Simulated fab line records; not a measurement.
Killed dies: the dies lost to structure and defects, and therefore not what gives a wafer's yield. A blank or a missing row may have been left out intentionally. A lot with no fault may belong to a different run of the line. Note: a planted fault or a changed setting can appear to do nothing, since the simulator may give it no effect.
Matching of chambers || flow nandHarc || rieDiel-06 running NHARC_HYBRID_BOND_ACTIVATE_00: 4 sister chambers
The step chemistry N2, time 60 s. 36 wafers are shown with their chamber, then 12 later ones without.

## WAFERS WITH THEIR CHAMBER
{"wafer": "L075.1", "chamber": 2, "showerheadPlenumPTorr (Torr)": 1.76, "drypumpMotorCurrentA (A)": 5.59, "oesProductAu (a.u.)": 1.001}
{"wafer": "L075.2", "chamber": 3, "showerheadPlenumPTorr (Torr)": 1.63, "drypumpMotorCurrentA (A)": 5.45, "oesProductAu (a.u.)": 0.989}
{"wafer": "L075.5", "chamber": 2, "showerheadPlenumPTorr (Torr)": 1.76, "drypumpMotorCurrentA (A)": 5.60, "oesProductAu (a.u.)": 1.000}
{"wafer": "L074.3", "chamber": 3, "showerheadPlenumPTorr (Torr)": 1.63, "drypumpMotorCurrentA (A)": 5.48, "oesProductAu (a.u.)": 0.990}
{"wafer": "L074.5", "chamber": 2, "showerheadPlenumPTorr (Torr)": 1.76, "drypumpMotorCurrentA (A)": 5.55, "oesProductAu (a.u.)": 1.004}
{"wafer": "L074.6", "chamber": 3, "showerheadPlenumPTorr (Torr)": 1.63, "drypumpMotorCurrentA (A)": 5.45, "oesProductAu (a.u.)": 0.995}
{"wafer": "L076.2", "chamber": 3, "showerheadPlenumPTorr (Torr)": 1.63, "drypumpMotorCurrentA (A)": 5.45, "oesProductAu (a.u.)": 0.999}
{"wafer": "L076.5", "chamber": 0, "showerheadPlenumPTorr (Torr)": 1.70, "drypumpMotorCurrentA (A)": 5.16, "oesProductAu (a.u.)": 1.013}
{"wafer": "L076.6", "chamber": 3, "showerheadPlenumPTorr (Torr)": 1.63, "drypumpMotorCurrentA (A)": 5.49, "oesProductAu (a.u.)": 1.006}
{"wafer": "L077.2", "chamber": 1, "showerheadPlenumPTorr (Torr)": 1.63, "drypumpMotorCurrentA (A)": 5.45, "oesProductAu (a.u.)": 0.994}
{"wafer": "L077.3", "chamber": 0, "showerheadPlenumPTorr (Torr)": 1.70, "drypumpMotorCurrentA (A)": 5.17, "oesProductAu (a.u.)": 0.994}
{"wafer": "L077.5", "chamber": 2, "showerheadPlenumPTorr (Torr)": 1.76, "drypumpMotorCurrentA (A)": 5.57, "oesProductAu (a.u.)": 1.005}
{"wafer": "L079.1", "chamber": 1, "showerheadPlenumPTorr (Torr)": 1.63, "drypumpMotorCurrentA (A)": 5.47, "oesProductAu (a.u.)": 1.000}
{"wafer": "L079.5", "chamber": 3, "showerheadPlenumPTorr (Torr)": 1.63, "drypumpMotorCurrentA (A)": 5.51, "oesProductAu (a.u.)": 0.997}
{"wafer": "L079.6", "chamber": 2, "showerheadPlenumPTorr (Torr)": 1.76, "drypumpMotorCurrentA (A)": 5.58, "oesProductAu (a.u.)": 1.007}
{"wafer": "L080.2", "chamber": 2, "showerheadPlenumPTorr (Torr)": 1.76, "drypumpMotorCurrentA (A)": 5.57, "oesProductAu (a.u.)": 1.010}
{"wafer": "L080.3", "chamber": 3, "showerheadPlenumPTorr (Torr)": 1.63, "drypumpMotorCurrentA (A)": 5.46, "oesProductAu (a.u.)": 0.995}
{"wafer": "L080.5", "chamber": 1, "showerheadPlenumPTorr (Torr)": 1.63, "drypumpMotorCurrentA (A)": 5.43, "oesProductAu (a.u.)": 1.002}
{"wafer": "L081.2", "chamber": 1, "showerheadPlenumPTorr (Torr)": 1.63, "drypumpMotorCurrentA (A)": 5.42, "oesProductAu (a.u.)": 0.991}
{"wafer": "L081.3", "chamber": 0, "showerheadPlenumPTorr (Torr)": 1.70, "drypumpMotorCurrentA (A)": 5.14, "oesProductAu (a.u.)": 1.007}
{"wafer": "L081.4", "chamber": 0, "showerheadPlenumPTorr (Torr)": 1.70, "drypumpMotorCurrentA (A)": 5.15, "oesProductAu (a.u.)": 0.997}
{"wafer": "L086.1", "chamber": 0, "showerheadPlenumPTorr (Torr)": 1.70, "drypumpMotorCurrentA (A)": 5.17, "oesProductAu (a.u.)": 1.009}
{"wafer": "L086.2", "chamber": 3, "showerheadPlenumPTorr (Torr)": 1.63, "drypumpMotorCurrentA (A)": 5.50, "oesProductAu (a.u.)": 0.998}
{"wafer": "L086.5", "chamber": 1, "showerheadPlenumPTorr (Torr)": 1.63, "drypumpMotorCurrentA (A)": 5.40, "oesProductAu (a.u.)": 1.007}
{"wafer": "L089.2", "chamber": 0, "showerheadPlenumPTorr (Torr)": 1.70, "drypumpMotorCurrentA (A)": 5.16, "oesProductAu (a.u.)": 0.997}
{"wafer": "L089.5", "chamber": 2, "showerheadPlenumPTorr (Torr)": 1.76, "drypumpMotorCurrentA (A)": 5.56, "oesProductAu (a.u.)": 1.007}
{"wafer": "L089.6", "chamber": 1, "showerheadPlenumPTorr (Torr)": 1.63, "drypumpMotorCurrentA (A)": 5.44, "oesProductAu (a.u.)": 1.006}
{"wafer": "L088.2", "chamber": 1, "showerheadPlenumPTorr (Torr)": 1.63, "drypumpMotorCurrentA (A)": 5.42, "oesProductAu (a.u.)": 0.993}
{"wafer": "L088.3", "chamber": 2, "showerheadPlenumPTorr (Torr)": 1.76, "drypumpMotorCurrentA (A)": 5.57, "oesProductAu (a.u.)": 1.027}
{"wafer": "L088.5", "chamber": 3, "showerheadPlenumPTorr (Torr)": 1.63, "drypumpMotorCurrentA (A)": 5.51, "oesProductAu (a.u.)": 1.005}
{"wafer": "L092.1", "chamber": 1, "showerheadPlenumPTorr (Torr)": 1.63, "drypumpMotorCurrentA (A)": 5.43, "oesProductAu (a.u.)": 0.992}
{"wafer": "L092.2", "chamber": 0, "showerheadPlenumPTorr (Torr)": 1.69, "drypumpMotorCurrentA (A)": 5.16, "oesProductAu (a.u.)": 0.990}
{"wafer": "L092.4", "chamber": 2, "showerheadPlenumPTorr (Torr)": 1.76, "drypumpMotorCurrentA (A)": 5.55, "oesProductAu (a.u.)": 1.003}
{"wafer": "L090.2", "chamber": 0, "showerheadPlenumPTorr (Torr)": 1.69, "drypumpMotorCurrentA (A)": 5.16, "oesProductAu (a.u.)": 0.999}
{"wafer": "L090.5", "chamber": 1, "showerheadPlenumPTorr (Torr)": 1.63, "drypumpMotorCurrentA (A)": 5.42, "oesProductAu (a.u.)": 0.993}
{"wafer": "L090.6", "chamber": 2, "showerheadPlenumPTorr (Torr)": 1.76, "drypumpMotorCurrentA (A)": 5.54, "oesProductAu (a.u.)": 1.014}

SIGNATURES, as means of the wafers listed above
{"reading": "showerheadPlenumPTorr", "chamber 0": 1.6975, "chamber 1": 1.6300, "chamber 2": 1.7600, "chamber 3": 1.6300, "scatter within a chamber": 0.00217}
{"reading": "drypumpMotorCurrentA", "chamber 0": 5.1588, "chamber 1": 5.4311, "chamber 2": 5.5680, "chamber 3": 5.4778, "scatter within a chamber": 0.0198}
{"reading": "oesProductAu", "chamber 0": 1.00075, "chamber 1": 0.99756, "chamber 2": 1.00780, "chamber 3": 0.99711, "scatter within a chamber": 0.00707}
Rule: a wafer's distance from a chamber is the root of the sum, over the readings, of the square of ((its reading less the chamber's mean) divided by the reading's scatter). If the next closest chamber is less than 2 further off than the closest, the wafer can't be placed; otherwise it belongs to the closest. The scatter is the square root of a quotient: the sum, over the shown wafers, of each reading's squared deviation from its chamber's mean, divided by wafers minus chambers.

## WAFERS WHOSE CHAMBER IS MISSING
{"wafer": "L095.2", "showerheadPlenumPTorr (Torr)": 1.76, "drypumpMotorCurrentA (A)": 5.56, "oesProductAu (a.u.)": 1.017}
{"wafer": "L095.5", "showerheadPlenumPTorr (Torr)": 1.63, "drypumpMotorCurrentA (A)": 5.48, "oesProductAu (a.u.)": 1.020}
{"wafer": "L095.6", "showerheadPlenumPTorr (Torr)": 1.69, "drypumpMotorCurrentA (A)": 5.16, "oesProductAu (a.u.)": 0.998}
{"wafer": "L094.1", "showerheadPlenumPTorr (Torr)": 1.63, "drypumpMotorCurrentA (A)": 5.43, "oesProductAu (a.u.)": 0.998}
{"wafer": "L094.4", "showerheadPlenumPTorr (Torr)": 1.69, "drypumpMotorCurrentA (A)": 5.15, "oesProductAu (a.u.)": 0.993}
{"wafer": "L094.5", "showerheadPlenumPTorr (Torr)": 1.76, "drypumpMotorCurrentA (A)": 5.58, "oesProductAu (a.u.)": 1.012}
{"wafer": "L096.1", "showerheadPlenumPTorr (Torr)": 1.69, "drypumpMotorCurrentA (A)": 5.17, "oesProductAu (a.u.)": 0.990}
{"wafer": "L096.3", "showerheadPlenumPTorr (Torr)": 1.76, "drypumpMotorCurrentA (A)": 5.56, "oesProductAu (a.u.)": 1.018}
{"wafer": "L096.4", "showerheadPlenumPTorr (Torr)": 1.63, "drypumpMotorCurrentA (A)": 5.45, "oesProductAu (a.u.)": 0.984}
{"wafer": "L097.1", "showerheadPlenumPTorr (Torr)": 1.63, "drypumpMotorCurrentA (A)": 5.47, "oesProductAu (a.u.)": 1.010}
{"wafer": "L097.2", "showerheadPlenumPTorr (Torr)": 1.76, "drypumpMotorCurrentA (A)": 5.55, "oesProductAu (a.u.)": 1.015}
{"wafer": "L097.5", "showerheadPlenumPTorr (Torr)": 1.63, "drypumpMotorCurrentA (A)": 5.44, "oesProductAu (a.u.)": 1.009}

## THE CHAMBER EACH PASSED THROUGH
{"wafer": "L095.2", "from the rows above": 2, "in truth": 2}
{"wafer": "L095.5", "from the rows above": "can't be placed: 3 or 1", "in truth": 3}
{"wafer": "L095.6", "from the rows above": 0, "in truth": 0}
{"wafer": "L094.1", "from the rows above": 1, "in truth": 1}
{"wafer": "L094.4", "from the rows above": 0, "in truth": 0}
{"wafer": "L094.5", "from the rows above": 2, "in truth": 2}
{"wafer": "L096.1", "from the rows above": 0, "in truth": 0}
{"wafer": "L096.3", "from the rows above": 2, "in truth": 2}
{"wafer": "L096.4", "from the rows above": "can't be placed: 1 or 3", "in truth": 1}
{"wafer": "L097.1", "from the rows above": "can't be placed: 3 or 1", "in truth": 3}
{"wafer": "L097.2", "from the rows above": 2, "in truth": 2}
{"wafer": "L097.5", "from the rows above": "can't be placed: 1 or 3", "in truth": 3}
Placed correctly: 8 of 12. From these rows, 4 cannot be placed; in 4 the true chamber is one of the candidates. 0 placed wrongly.
